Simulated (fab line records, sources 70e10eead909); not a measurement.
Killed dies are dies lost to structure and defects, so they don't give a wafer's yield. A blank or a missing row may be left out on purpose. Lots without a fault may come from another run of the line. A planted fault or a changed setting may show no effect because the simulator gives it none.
fab line records | flow nand_harc
record lots=14 wafers=42 last_day=33
route steps=1302 shown A_BONDPAD@1232 THIN_TSV@1289
lots that met no fault: from a run of the same line without faults
start_h: hours from the record's first day to the start of the lot's first wafer shown | wait_h: hours since the lot's step before | " the same as in the row above | L1.1+2: a row that stands for several wafers | - no value, or no start given | * or withheld: withheld | < > ~ a bound
route shown NAME@n: a module of which the file shows steps, and the number in the route of the first | usual: mean/standard deviation of fault-free wafers | same: alike in all rows | chamber/n: place in a boat | sites: the reading at each site | _std_site: their standard deviation | _edge_site: outer sites' mean less inner sites' | radius_mm: how far each site lies from the wafer's centre | mask NAME#n: copy n | behind: the tool/chamber that last shaped the wafer | hold: why the lot was held/for how many hours/how that ended | device: the transistor (n, p or np) that didn't switch | end of line: the same wafers' tests at the end of the route | a step without rows: its recipe alone | killed: dies lost to structure and defects at the first sort, not the wafer's yield | map: a wafer's dies, x killed, . not, _ none there
set.NAME: the setting as run; set.NAME@STEP: as run at that earlier step | model.NAME: the simulator's own value behind a step, which no gauge read
steps of the route over a sample of lots; a table a step, a row a wafer
services: from which hour (start_h, from the record's first day; less than 0 if before it) a tool's chamber was out of use, for how many hours, and why
## steps
# step NHARC_A_BONDPAD_THK_MEAS_20
# recipe thk_meas_gauge=xrf
# usual thk_nm=169.6/1.6
# columns lot.wafer tool chamber start_h wait_h thk_nm
L786.1 film_metro-02 - 546.70 - 169.5
L786.2 " - " " 171.8
L786.3 " - " " 168.3
L790.3 film_metro-02 - 564.26 - 172.6
L790.4 " - " " 170.2
L790.6 " - " " 171.1
L792.3 film_metro-02 - 575.21 - 170.5
L792.4 " - " " 169.1
L792.5 " - " " 169.9
L791.1 film_metro-02 - 576.52 - 167.4
L791.4 " - " " 167.9
L791.5 " - " " 170.2
L793.2 film_metro-01 - 595.06 - 167.9
L793.3 " - " " 170.9
L793.5 " - " " 169.4
L796.1 film_metro-01 - 618.83 - 170.5
L796.3 " - " " 171.8
L796.6 " - " " 169.1
L794.2 film_metro-01 - 619.28 - 170.9
L794.4 " - " " 168.6
L794.5 " - " " 169.7
L795.1 film_metro-01 - 623.59 - 167.8
L795.5 " - " " 169.0
L795.6 " - " " 170.2
L805.1 film_metro-02 - 718.90 - 169.9
L805.3 " - " " 170.9
L805.5 " - " " 173.7
L806.2 film_metro-01 - 719.91 - 171.7
L806.4 " - " " 170.6
L806.6 " - " " 169.1
L804.1 film_metro-01 - 726.00 - 170.8
L804.2 " - " " 173.1
L804.4 " - " " 168.7
L807.2 film_metro-02 - 742.87 - 168.8
L807.4 " - " " 170.5
L807.5 " - " " 171.1
L808.4 film_metro-02 - 748.41 - 169.6
L808.5 " - " " 169.9
L808.6 " - " " 168.7
L809.2 film_metro-02 - 749.86 - 170.1
L809.3 " - " " 171.1
L809.4 " - " " 171.8
# step NHARC_THIN_TSV_PEB_31
# recipe peb_temp_c=118 peb_time_s=85
# usual chill_plate_temp_C=22.98/0.1 exhaust_pa=44.9/0.86
# columns lot.wafer tool chamber start_h wait_h chill_plate_temp_C exhaust_pa
L786.1 litho_track-03 0 564.64 0.1 23.07 45.2
L786.2 " 0 " " 23.03 43.6
L786.3 " 0 " " 23.09 44.0
L790.3 litho_track-02 0 584.07 0.1 22.99 44.8
L790.4 " 0 " " 23.06 44.8
L790.6 " 0 " " 23.03 45.0
L792.3 litho_track-05 0 595.37 0.1 22.98 44.8
L792.4 " 0 " " 22.93 44.7
L792.5 " 0 " " 23.13 44.1
L791.1 litho_track-03 0 596.69 0.1 22.90 44.8
L791.4 " 0 " " 22.89 46.0
L791.5 " 0 " " 22.85 44.7
L793.2 litho_track-03 0 613.27 0.1 22.86 45.4
L793.3 " 0 " " 23.04 45.2
L793.5 " 0 " " 22.97 45.3
L796.1 litho_track-02 0 640.35 0.1 23.03 44.1
L796.3 " 0 " " 23.00 43.1
L796.6 " 0 " " 22.94 42.9
L794.2 litho_track-03 - 641.68 0.1 - -
L794.4 " - " " - -
L794.5 " - " " - -
L795.1 litho_track-02 - 643.02 0.1 - -
L795.5 " - " " - -
L795.6 " - " " - -
L806.2 litho_track-02 0 737.03 0.1 23.11 44.9
L806.4 " 0 " " 23.01 45.4
L806.6 " 0 " " 22.88 44.5
L805.1 litho_track-05 0 738.11 0.1 22.96 43.6
L805.3 " 0 " " 22.87 44.4
L805.5 " 0 " " 23.06 43.7
L804.1 litho_track-03 0 752.43 0.1 22.93 44.8
L804.2 " 0 " " 23.00 45.8
L804.4 " 0 " " 23.09 44.8
L807.2 litho_track-03 0 762.92 0.1 22.97 44.9
L807.4 " 0 " " 22.94 45.4
L807.5 " 0 " " 22.82 46.4
L808.4 litho_track-02 0 768.40 0.0 22.98 45.6
L808.5 " 0 " " 23.00 46.3
L808.6 " 0 " " 22.89 44.0
L809.2 litho_track-05 0 769.66 0.1 22.94 45.2
L809.3 " 0 " " 23.08 45.4
L809.4 " 0 " " 23.15 45.0
# step NHARC_THIN_TSV_ETCH_59
# recipe target_depth_a=8800 icp_w=900 bias_w=100 Cl2_flow_sccm=60 bcl3_flow_sccm=30 time_s=138.1 chemistry=Cl2/BCl3
# usual drypump_motor_current_A=5.38/0.28 oes_product_au=1.005/0.013 throttle_valve_pct=22.265/0.0092
# columns lot.wafer tool chamber start_h wait_h drypump_motor_current_A oes_product_au rf_hours_counter_h throttle_valve_pct
L786.2 rie_metal-02 1 565.05 0.1 5.25 1.017 1.8 22.262
L786.1 " 0 " " 5.78 1.008 1.8 22.265
L786.3 " 1 " " 5.28 1.016 - 22.271
L790.3 rie_metal-01 1 584.52 0.2 5.06 1.002 - 22.264
L790.4 " 0 " " 5.30 1.014 - 22.260
L790.6 " 0 " " 5.32 1.008 - 22.253
L792.4 rie_metal-01 0 595.82 0.2 5.29 0.996 - 22.288
L792.3 " 1 " " 5.09 0.986 - 22.262
L792.5 " 0 " " 5.29 0.991 - 22.255
L791.1 rie_metal-03 1 597.08 0.1 5.83 0.991 1.4 22.261
L791.4 " 0 " " 5.35 1.011 - 22.258
L791.5 " 1 " " 5.82 0.980 - 22.263
L793.2 rie_metal-01 0 613.69 0.1 5.30 1.001 0.7 22.255
L793.3 " 1 " " 5.07 0.988 - 22.271
L793.5 " 0 " " 5.29 1.003 - 22.269
L796.1 rie_metal-02 1 640.76 0.1 5.20 1.012 0.0 22.264
L796.3 " 1 " " 5.27 1.019 - 22.270
L796.6 " 1 " " 5.24 1.006 - 22.271
L794.2 rie_metal-01 1 642.07 0.1 5.06 0.998 1.0 22.287
L794.4 " 1 " " 5.04 1.002 - 22.264
L794.5 " 0 " " 5.30 1.003 - 22.263
L795.1 rie_metal-03 1 643.43 0.2 5.84 1.001 1.9 22.279
L795.5 " 0 " " 5.37 1.025 - 22.262
L795.6 " 1 " " 5.81 1.004 - 22.271
L806.2 rie_metal-02 0 737.44 0.1 5.83 1.015 2.1 22.262
L806.4 " 1 " " 5.27 1.016 - 22.268
L806.6 " 1 " " 5.25 1.014 - 22.269
L805.1 rie_metal-01 0 738.48 0.1 5.30 0.993 2.5 22.281
L805.3 " 1 " " 5.06 0.993 - 22.277
L805.5 " 1 " " 5.04 0.996 - 22.268
L804.1 rie_metal-02 1 752.83 0.1 5.24 1.018 2.6 22.267
L804.2 " 0 " " 5.79 1.025 2.6 22.266
L804.4 " 1 " " 5.24 1.012 - 22.258
L807.2 rie_metal-03 1 763.34 0.1 5.83 0.980 0.7 22.259
L807.4 " 1 " " 5.82 0.991 - 22.271
L807.5 " 0 " " 5.38 1.009 - 22.273
L808.4 rie_metal-01 0 768.90 0.2 5.29 1.018 - 22.272
L808.6 " 1 " " 5.05 0.997 - 22.252
L808.5 " 0 " " 5.31 1.012 - 22.268
L809.2 rie_metal-03 1 770.07 0.2 5.85 0.991 0.9 22.247
L809.3 " 0 " " 5.36 1.026 - 22.262
L809.4 " 1 " " 5.84 0.989 - 22.260
# step NHARC_THIN_TSV_CD_MEAS_37
# usual cd_nm=4998.2/2.7
# columns lot.wafer tool chamber start_h wait_h cd_nm
L786.1 cd_sem-02 - 566.28 - 5000.7
L786.2 " - " " 4999.0
L786.3 " - " " 4998.9
L790.3 cd_sem-02 - 585.60 - 4997.0
L790.4 " - " " 5000.2
L790.6 " - " " 5000.6
L792.3 cd_sem-03 - 596.90 - 4999.4
L792.4 " - " " 4994.6
L792.5 " - " " 4994.5
L791.1 cd_sem-02 - 598.23 - 5000.4
L791.4 " - " " 4996.8
L791.5 " - " " 5001.1
L793.2 cd_sem-03 - 614.82 - 4996.9
L793.3 " - " " 4998.7
L793.5 " - " " 5000.1
L796.1 cd_sem-03 - 641.89 - 4996.7
L796.3 " - " " 4998.3
L796.6 " - " " 4995.9
L794.2 cd_sem-01 - 643.22 - -
L794.4 " - " " -
L794.5 " - " " -
L795.1 cd_sem-02 - 644.56 - -
L795.5 " - " " -
L795.6 " - " " -
L806.2 cd_sem-01 - 738.56 - 4999.7
L806.4 " - " " 4996.8
L806.6 " - " " 5000.5
L805.1 cd_sem-02 - 739.64 - 5004.4
L805.3 " - " " 4997.0
L805.5 " - " " 4999.2
L804.1 cd_sem-02 - 754.06 - 4997.0
L804.2 " - " " 5000.9
L804.4 " - " " 4997.5
L807.2 cd_sem-02 - 764.57 - 4997.2
L807.4 " - " " 4998.4
L807.5 " - " " 4995.0
L808.4 cd_sem-01 - 769.97 - 4994.2
L808.5 " - " " 4995.7
L808.6 " - " " 4995.6
L809.2 cd_sem-01 - 771.19 - 4989.3
L809.3 " - " " 4995.3
L809.4 " - " " 4991.5
## services
# columns tool chamber start_h hours kind
rie_metal-01 - 575.00 9.0 pm
rie_metal-01 0 575.00 9.0 vent_cycle
rie_metal-01 1 575.00 9.0 vent_cycle
litho_track-02 - 577.00 7.0 pm
rie_metal-01 0 584.00 - clean
rie_metal-01 1 584.00 - clean
litho_track-03 - 625.00 7.0 pm
rie_metal-02 - 631.00 9.0 pm
rie_metal-02 0 631.00 9.0 vent_cycle
rie_metal-02 1 631.00 9.0 vent_cycle
rie_metal-02 0 640.00 - clean
rie_metal-02 1 640.00 - clean
litho_track-05 - 649.01 7.0 pm
rie_metal-03 1 658.44 4.1 repair
rie_metal-03 - 696.00 9.0 pm
rie_metal-03 0 696.00 9.0 vent_cycle
rie_metal-03 1 696.00 9.0 vent_cycle
rie_metal-03 1 711.99 7.6 repair
rie_metal-01 - 752.00 9.0 pm
rie_metal-01 0 752.00 9.0 vent_cycle
rie_metal-01 1 752.00 9.0 vent_cycle
litho_track-02 - 752.00 7.0 pm
rie_metal-01 0 761.00 - clean
rie_metal-01 1 761.00 - clean
## key
first_sign step=NHARC_THIN_TSV_PEB_31 reading=tool_record direction=missing
effect none on later readings
met_at NHARC_THIN_TSV_PEB_31
struck_lots L794,L795
later_rows_left_out L794.2,L794.4,L794.5,L795.1,L795.5,L795.6
sort_left_out L794.2,L794.4,L794.5,L795.1,L795.5,L795.6
not_acting_at NHARC_A_BONDPAD_THK_MEAS_20,NHARC_THIN_TSV_ETCH_59,NHARC_THIN_TSV_CD_MEAS_37
onset_between 640.35 641.68
fault kind=skipped_step_whole tool=litho_track-02,litho_track-03 chamber=- onset_h=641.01 steps=NHARC_THIN_TSV_PEB_31 scope=struck_lots_only
# sort_left_out: the simulated sort isn't trusted on such a fault, so these wafers' sort isn't shown, and their yield isn't known
# later_rows_left_out: the simulator's readings of these wafers behind a module that went badly wrong aren't trusted and aren't shown, but for the sort
